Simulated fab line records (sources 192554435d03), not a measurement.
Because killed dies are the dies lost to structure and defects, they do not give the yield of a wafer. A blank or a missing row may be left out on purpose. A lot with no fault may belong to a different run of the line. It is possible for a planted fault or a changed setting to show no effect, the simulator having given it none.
The same fault as seen by 2 desks | flow n5 finfet | numbers are kept per desk, each desk with only its own; the story behind them comes last

DESK OF THE TOOL OWNER: pecvd-02
The tool's own readings at N5_FIN_SAQP_HM_DEP_03 (deposits SiNx from SiH4/NH3/N2, target thk 38 nm, time 33.6 s): means of the sampled wafers that have a number, for each lot that ran on this tool. The brackets show how far a lot's mean lies from the usual mean; more than 4 standard deviations puts the lot out of limits, marked OUT.
Columns: A = heater power w at N5_FIN_SAQP_HM_DEP_03, usual 829 W; B = showerhead plenum p Torr at N5_FIN_SAQP_HM_DEP_03, usual 5.15 Torr; C = throttle valve pct at N5_FIN_SAQP_HM_DEP_03, usual 40.5 %
lot  | first seen here | A   | B    | C
L315 | day 2 18:12     | 759 | 5.24 | 39.9
L317 | day 3 03:37     | 672 | 5.11 | 38.1
L318 | day 3 09:08     | 714 | 5.06 | 37.8
L319 | day 3 16:00     | 718 | 5.15 | 38.9
L323 | day 4 15:13     | 761 | 5.14 | 39.0
L333 | day 7 03:06     | 737 | 5.24 | 39.9
L334 | day 7 09:39     | 779 | 5.24 | 40.0
L335 | day 7 15:34     | 772 | 5.23 | 40.0
Result from this desk: across the 8 lots, nothing is out of limits.

AT THE METROLOGY DESK
What the gauges read, lot by lot, whatever tool the lot ran on: means of the sampled wafers that have a number. The brackets show how far a lot's mean lies from the usual mean; more than 4 standard deviations puts the lot out of limits, marked OUT. Readings shown: 7 out of 12 (the first out of limits, and those lying furthest out on some lot).
Columns: A = thk nm at N5_FIN_SAQP_THK_MEAS_05, usual 38.0 nm; B = DIBL_N at N5_BEOL_M4_RC_MEAS_101, usual 36.0 mV/V; C = DIBL_P at N5_BEOL_M4_RC_MEAS_101, usual 36.3 mV/V; D = ION_P at N5_BEOL_M4_RC_MEAS_101, usual 461 uA/um; E = SS_P at N5_BEOL_M4_RC_MEAS_101, usual 73.2 mV/dec; F = VT_N at N5_BEOL_M4_RC_MEAS_101, usual 250 mV; G = VT_P at N5_BEOL_M4_RC_MEAS_101, usual -250.9 mV
lot  | first seen here | A              | B    | C    | D   | E    | F   | G
L314 | day 2 09:11     | 37.7           | 36.9 | 38.3 | 468 | 73.5 | 248 | -247.7
L315 | day 2 15:30     | 37.7           | 33.7 | 32.4 | 461 | 72.7 | 249 | -249.3
L316 | day 2 20:34     | 38.0           | 35.6 | 36.1 | 462 | 73.3 | 250 | -250.7
L317 | day 3 02:26     | 38.0           | 34.2 | 34.7 | 457 | 72.6 | 254 | -253.8
L318 | day 3 07:47     | 38.2           | 34.6 | 35.9 | 463 | 73.2 | 252 | -252.3
L319 | day 3 14:24     | 31.7 (-13) OUT | 37.4 | 38.0 | 466 | 74.4 | 250 | -246.2
L320 | day 3 19:43     | 37.7           | 38.5 | 40.7 | 465 | 74.1 | 244 | -251.3
L322 | day 4 08:53     | 37.8           | 35.8 | 36.5 | 459 | 73.4 | 247 | -252.4
L323 | day 4 14:05     | 25.4 (-27) OUT | 35.6 | 36.3 | 470 | 73.2 | 252 | -250.0
L329 | day 6 01:40     | 38.2           | 35.2 | 37.0 | 464 | 73.5 | 248 | -249.5
L330 | day 6 08:04     | 38.2           | 36.6 | 37.5 | 466 | 72.9 | 253 | -249.8
L333 | day 7 01:38     | 38.4           | 36.0 | 34.9 | 458 | 72.9 | 248 | -252.1
L334 | day 7 08:01     | 38.2           | 37.3 | 39.0 | 473 | 73.8 | 246 | -247.3
L335 | day 7 14:32     | 38.0           | 38.1 | 37.2 | 461 | 73.7 | 249 | -250.7
This desk's finding: out of limits on L319, L323; first on L319, day 3 16:05 (thk nm at N5_FIN_SAQP_THK_MEAS_05). L314, L315, L316, L317, L318, L320, L322, L329, L330, L333, L334, L335 stayed within limits.

ALL TOGETHER
L319, L323 would have let the metrology desk raise an alarm at day 3 16:05.
The desk of the tool owner found nothing out of limits.
The tool owner's desk has L319, L323 on record, within its limits.
All the named lots went through N5_FIN_SAQP_HM_DEP_03 on pecvd-02.

WHAT THE SIMULATOR PUT IN
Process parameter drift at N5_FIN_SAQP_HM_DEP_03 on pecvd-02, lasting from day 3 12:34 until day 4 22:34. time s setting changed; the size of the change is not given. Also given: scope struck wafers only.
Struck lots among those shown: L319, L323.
Hours from the fault's start to each desk's first reading out of limits: the metrology desk, 4.
